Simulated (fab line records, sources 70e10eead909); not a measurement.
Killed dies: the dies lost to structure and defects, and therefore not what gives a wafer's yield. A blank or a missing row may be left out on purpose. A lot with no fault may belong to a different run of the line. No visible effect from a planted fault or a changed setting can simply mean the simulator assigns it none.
Matching of chambers	flow nand harc	NHARC_P_GATE_ETCH_104 on rie diel-01: 4 sister chambers
The step etches the open film in CF4/CHF3, target depth 60 nm. 4 wafers are shown with their chamber, then 9 later ones without.

== EACH WAFER AND ITS CHAMBER ==
wafer	chamber	rf vpp V (V)
L080.3	0	371.5
L082.3	3	372.2
L087.4	1	366.5
L087.6	2	368.3

== WAFERS WITH NO CHAMBER GIVEN ==
wafer	rf vpp V (V)
L088.3	367.8
L088.5	368.6
L088.6	367.7
L089.3	372.0
L089.4	368.9
L089.6	367.7
L091.1	367.4
L091.2	371.6
L091.3	373.9

== WHICH CHAMBER EACH WENT THROUGH ==
wafer	from the rows above	in truth
L088.3	can't be placed: 2 or 1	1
L088.5	2	2
L088.6	can't be placed: 2 or 1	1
L089.3	can't be placed: 3 or 0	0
L089.4	2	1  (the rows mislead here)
L089.6	can't be placed: 2 or 1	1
L091.1	can't be placed: 1 or 2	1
L091.2	can't be placed: 0 or 3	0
L091.3	can't be placed: 3 or 0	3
1 of 9 placed correctly. From these rows, 7 cannot be placed; in 7 the true chamber is one of the candidates. Wrongly placed: 1.
How it was worked out, from the rows above alone: a wafer's distance from a chamber is the root of the sum, over the readings, of the square of ((its reading less the chamber's mean) divided by the reading's scatter). The wafer belongs to the nearest chamber; if the next one is less than 2 further off, it can't be placed. For every chamber, the mean is computed from those of its wafers that are shown. The scatter: root of mean squared gap, hidden wafer to nearest shown wafer, with one shown wafer a chamber.
